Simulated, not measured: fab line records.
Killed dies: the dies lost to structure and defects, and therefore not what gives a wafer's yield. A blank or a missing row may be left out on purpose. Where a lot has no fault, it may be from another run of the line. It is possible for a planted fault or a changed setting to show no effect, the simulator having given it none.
A lot that was struck, set against a sound lot ; flow n5 finfet ; 15 out of 1938 route steps
Sound: wafers L676.2, L676.3, L676.5. Wafers struck: L687.1, L687.5, L687.6. The cause is given at the end.
At each step with rows: each side's tool, then ch and its chambers, then its first start. Under that, the readings that differ: sound wafers ; struck wafers ; difference of the means ; sigmas: that difference in standard deviations of wafers without a fault.
alike: readings with means less than 2 such deviations apart, plus words and numbers identical on both sides. not compared: withheld readings, readings lacking a value on some wafer, bounds such as >300 that could conceal the same value, and numbers that have no deviation in the record and whose values overlap.
The two part at a step that has a row with sigmas, a row that says differs or no value, or rows on one side only. Numbers that don't overlap but have no deviation are shown without sigmas and don't part them. A reading missing from all wafers of one side parts the sides only when that side holds two or more wafers.

first, 4 steps without rows for these wafers: N5_STI_FIN_REVEAL_PRECLEAN_25 (cleans in SPM, time 90 s); N5_STI_FIN_REVEAL_PRECLEAN_26 (cleans in SC1, time 45 s); N5_STI_FIN_REVEAL_PRECLEAN_29 (cleans in DHF, time 30 s); N5_STI_FIN_REVEAL_SRD_12 (time 30 s).
N5_STI_FIN_REVEAL_RECESS_09: chemistry HF/NH3, target SiO2, afs cycles 11, target depth 42.5 nm, sublimation time 60 s.
  sound on vapor etch-02 ch 0, day 2 15:43; struck on vapor etch-02 ch 0,1, day 6 01:47
  alike: drypump motor current A
then, 2 steps without rows for these wafers: N5_STI_FIN_REVEAL_STRIP_16 (strips SiNx in H3PO4, target depth 23.8 nm); N5_STI_FIN_REVEAL_PRECLEAN_17 (cleans in NF3:NH3, afs cycles 1, time 20 s, sublimation time 60 s).
N5_STI_FIN_REVEAL_ETCH_34: etches Si in H2, material Si, target depth 0.97 nm.
  sound on rie si-05 ch 0,2, day 2 17:48; struck on rie si-06 ch 2,3, day 6 03:53
  alike: drypump motor current A, h2 flow sccm, he backside leak sccm, he flow sccm, oes product au, throttle valve pct
  not compared: rf hours counter h
N5_STI_FIN_REVEAL_OXIDATION_31: chemistry O2 PLASMA REMOTE, time 20 s.
  sound on plasma asher-02 ch 0,1, day 2 17:52; struck on plasma asher-02 ch 0,1, day 6 03:56
  alike: drypump motor current A, heater power w, temp c, temp c max
  not compared: rf hours counter h
then, 3 steps without rows for these wafers: N5_STI_FIN_REVEAL_PRECLEAN_32 (cleans in NF3:NH3, afs cycles 1, time 20 s, sublimation time 60 s); N5_STI_FIN_REVEAL_STRIP_35 (strips Si3N4 in H3PO4, target depth 4 nm, time 39 s); N5_STI_FIN_REVEAL_SRD_21 (time 30 s).
N5_STI_FIN_REVEAL_OXIDATION_33: chemistry O2 PLASMA REMOTE, time 20 s.
  sound on plasma asher-02 ch 0,1, day 2 18:13; struck on plasma asher-01 ch 0,1, day 6 04:17
reading;sound;struck;difference;sigmas
heater power w (W);148 174 154;130 129 129;-29;-3
temp c (C);149.95 149.84 149.95;141.19 141.30 141.16;-8.70;-58
temp c max;150.8 150.6 150.7;141.8 142.4 141.7;-8.7;-28
  alike: drypump motor current A
  not compared: rf hours counter h
then, 1 step without rows for these wafers: N5_STI_FIN_REVEAL_CLEAN_19 (cleans in O3/DIW, time 120 s).
-- the record jumps here: 12 days lie between the struck wafers' starts before and after (it left off in module STI_FIN_REVEAL and takes up again in module BEOL_M4, whose first step shown is number 1111 of the route) --
N5_BEOL_M4_RC_MEAS_101:
  sound on prober-01 ch 0, day 13 18:26; struck on prober-02 ch 0, day 17 18:32
  alike: DIBL_N, DIBL_P, IOFF_N, IOFF_P, ION_N, ION_P, SS_N, SS_P, VT_N, VT_P

WHERE THEY PART
Only at N5_STI_FIN_REVEAL_OXIDATION_33, as far as this record shows. Later steps at which nothing parts them and some readings are alike: N5_BEOL_M4_RC_MEAS_101.

WHY: what the simulator had put in
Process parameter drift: plasma asher-01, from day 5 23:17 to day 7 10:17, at N5_STI_FIN_REVEAL_OXIDATION_33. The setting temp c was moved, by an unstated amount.
